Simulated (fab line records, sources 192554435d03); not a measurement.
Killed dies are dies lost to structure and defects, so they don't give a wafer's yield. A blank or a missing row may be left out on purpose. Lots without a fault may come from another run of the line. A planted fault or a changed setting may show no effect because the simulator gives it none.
Chamber matching | flow n5_finfet | N5_HKMG_FIN_ALD_75 on ald_hk-03: 4 sister chambers
The step deposits Al2O3, target thk 1 nm, co reactant pulse time 1 s. 4 wafers are shown with their chamber, then 8 later ones without.

WAFERS WITH THEIR CHAMBER
wafer  | chamber | heater_power_w (W)
L083.5 | 3       | 152
L088.3 | 1       | 149
L088.5 | 2       | 148
L090.1 | 0       | 157

WAFERS WITHOUT THEIR CHAMBER
wafer  | heater_power_w (W)
L090.2 | 149
L090.4 | 156
L095.3 | 148
L095.4 | 150
L095.5 | 151
L097.2 | 150
L097.4 | 156
L097.6 | 145

WHICH CHAMBER EACH WENT THROUGH
wafer  | from the rows above          | in truth
L090.2 | can't be placed: 1 or 2      | 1
L090.4 | 0                            | 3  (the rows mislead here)
L095.3 | can't be placed: 2 or 1      | 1
L095.4 | can't be placed: 1 or 2 or 3 | 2
L095.5 | can't be placed: 3 or 1 or 2 | 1
L097.2 | can't be placed: 1 or 2 or 3 | 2
L097.4 | 0                            | 0
L097.6 | can't be placed: 2 or 1      | 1
Placed correctly: 1 of 8. Can't be placed from these rows: 6 (the true chamber is among the candidates in 6). Placed wrongly: 1.
How it was worked out, from the rows above alone: a wafer's distance from a chamber is the root of the sum, over the readings, of the square of ((its reading less the chamber's mean) divided by the reading's scatter). The wafer belongs to the nearest chamber; if the next one is less than 2 further off, it can't be placed. A chamber's mean is the mean of its shown wafers. The scatter: with one shown wafer a chamber, the root of the mean of the squares of how far each hidden wafer lies from its nearest shown one.
